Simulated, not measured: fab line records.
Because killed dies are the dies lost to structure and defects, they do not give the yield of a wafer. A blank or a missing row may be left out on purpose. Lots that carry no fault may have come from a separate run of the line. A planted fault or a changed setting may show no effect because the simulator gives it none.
A struck lot beside a sound one    flow nand-harc    14 steps out of a route of 1159
Sound: these wafers, L924.2, L924.3, L924.6. Struck: wafer L930.3 (left out: L930.1, L930.6 of the same lot, which were not struck); the cause appears at the end.
At each step with rows: each side's tool, then ch and its chambers, then its first start. Under that, the readings that differ: sound wafers    struck wafers    difference of the means    sigmas: that difference in standard deviations of wafers without a fault.
alike: same words and numbers on both sides, and readings whose means sit less than 2 such deviations apart. not compared: any withheld reading, any reading some wafer has no value for, any bound like >300 that may hide the same value, and any number with overlapping values for which the record gives no deviation.
A row with sigmas, a row that says differs or no value, or rows on one side alone: a step with any of these is where the two part. When numbers do not overlap yet have no deviation, they are printed without sigmas and do not part them. A reading missing from all wafers of one side parts the sides only when that side holds two or more wafers.

first, 7 steps without rows for these wafers: NHARC_P_M2_COAT_34 (time 65 s); NHARC_P_M2_COAT_03 (resist thk 90 nm); NHARC_P_M2_SOFTBAKE_04 (time 55 s); NHARC_P_M2_EBR_05; NHARC_P_M2_EXPOSE_06 (exposes mask P M2, target cd 170 nm); NHARC_P_M2_PEB_07 (peb time 65 s); NHARC_P_M2_DEVELOP_08 (develop time 35 s).
NHARC_P_M2_CD_MEAS_09 targets a cd of 170 nm.
  sound on cd-sem-01 ch 0, day 9 13:31; struck on cd-sem-03 ch 0, day 11 04:29
  alike: cd-nm
NHARC_P_M2_OVL_MEAS_10: pitch 340 nm.
  sound: overlay-01 at day 9 13:36; struck: overlay-01 at day 11 04:35
  alike: overlay-x-nm, overlay-y-nm
NHARC_P_M2_INSPECT_11:
  sound: defect-inspect-02 at day 9 13:38; struck: defect-inspect-02 at day 11 04:37
  alike: raw-defect-count
NHARC_P_M2_DESCUM_14: chemistry O2, time 3 s.
  sound on rie-diel-06 ch 0,3, day 9 13:41; struck on rie-diel-05 ch 3, day 11 04:41
  alike: drypump-motor-current-A, mfc-ar-sccm, o2-flow-sccm, oes-product-au, rf-vpp-V, showerhead-plenum-p-Torr, throttle-valve-pct
  not compared: rf-hours-counter-h
NHARC_P_M2_ETCH_35: etches the open film in N2/H2, target depth 40 nm, overetch 12 nm, time 43.94 s.
  sound on rie-diel-06 ch 1,2,3, day 9 13:47; struck on rie-diel-05 ch 1, day 11 04:47
  alike: drypump-motor-current-A, mfc-ar-sccm, oes-product-au, rf-vpp-V, showerhead-plenum-p-Torr, throttle-valve-pct
  not compared: rf-hours-counter-h
NHARC_P_M2_ETCH_15: etches the open film in C4F8/Ar, target depth 182.5 nm, time 91.2 s.
  sound on rie-diel-06 ch 0,3, day 9 13:52; struck on rie-diel-05 ch 0, day 11 04:52
reading                sound              struck  difference  sigmas
oes-product-au (a.u.)  0.921 0.913 0.933  0.813   -0.109      -5
  alike: rf-vpp-V
  not compared: rf-hours-counter-h
NHARC_P_M2_CD_MEAS_16:
  sound: cd-sem-02 at day 9 14:00; struck: cd-sem-03 at day 11 05:00
  alike: cd-nm

WHERE THEY PART
Only at NHARC_P_M2_ETCH_15, as far as this record shows. Later steps at which nothing parts them and some readings are alike: NHARC_P_M2_CD_MEAS_16.

WHY: what had been put in by the simulator
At NHARC_P_M2_ETCH_15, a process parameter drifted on rie-diel-05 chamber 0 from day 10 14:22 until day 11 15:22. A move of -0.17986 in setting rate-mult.
